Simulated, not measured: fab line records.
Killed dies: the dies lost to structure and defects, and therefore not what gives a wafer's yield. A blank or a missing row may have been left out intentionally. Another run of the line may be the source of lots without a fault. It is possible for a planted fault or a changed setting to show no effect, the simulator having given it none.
Chamber matching ; flow nandHarc ; 3 sister chambers for NHARC_A_SLIT_DEP_25 on pecvd-01
The step deposits SiO2, target thk 200 nm. 3 wafers are shown with their chamber, then 12 later ones without.

EACH WAFER AND ITS CHAMBER
wafer;chamber;heaterPowerW (W)
L088.4;2;433
L088.5;1;569
L088.6;0;618

WAFERS WITHOUT THEIR CHAMBER
wafer;heaterPowerW (W)
L092.1;474
L092.2;502
L092.3;650
L091.1;515
L091.4;673
L091.5;382
L093.1;560
L093.4;506
L093.5;573
L095.2;683
L095.4;593
L095.6;517

THE CHAMBER EACH PASSED THROUGH
wafer;from the rows above;in truth
L092.1;can't be placed: 2 or 1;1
L092.2;can't be placed: 1 or 2 or 0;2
L092.3;can't be placed: 0 or 1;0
L091.1;can't be placed: 1 or 2 or 0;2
L091.4;can't be placed: 0 or 1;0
L091.5;2;2
L093.1;can't be placed: 1 or 0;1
L093.4;can't be placed: 1 or 2 or 0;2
L093.5;can't be placed: 1 or 0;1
L095.2;can't be placed: 0 or 1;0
L095.4;can't be placed: 1 or 0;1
L095.6;can't be placed: 1 or 2 or 0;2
Correctly placed: 1 of 12. Cannot be placed on the basis of these rows: 11; the candidates contain the true chamber in 11. Placed wrongly: 0.
How it was worked out, from the rows above alone: a wafer's distance from a chamber is the root of the sum, over the readings, of the square of ((its reading less the chamber's mean) divided by the reading's scatter). The wafer belongs to the nearest chamber; if the next one is less than 2 further off, it can't be placed. For every chamber, the mean is computed from those of its wafers that are shown. The scatter (one wafer shown for each chamber): square how far every hidden wafer sits from the nearest shown wafer, average those squares and take the square root.
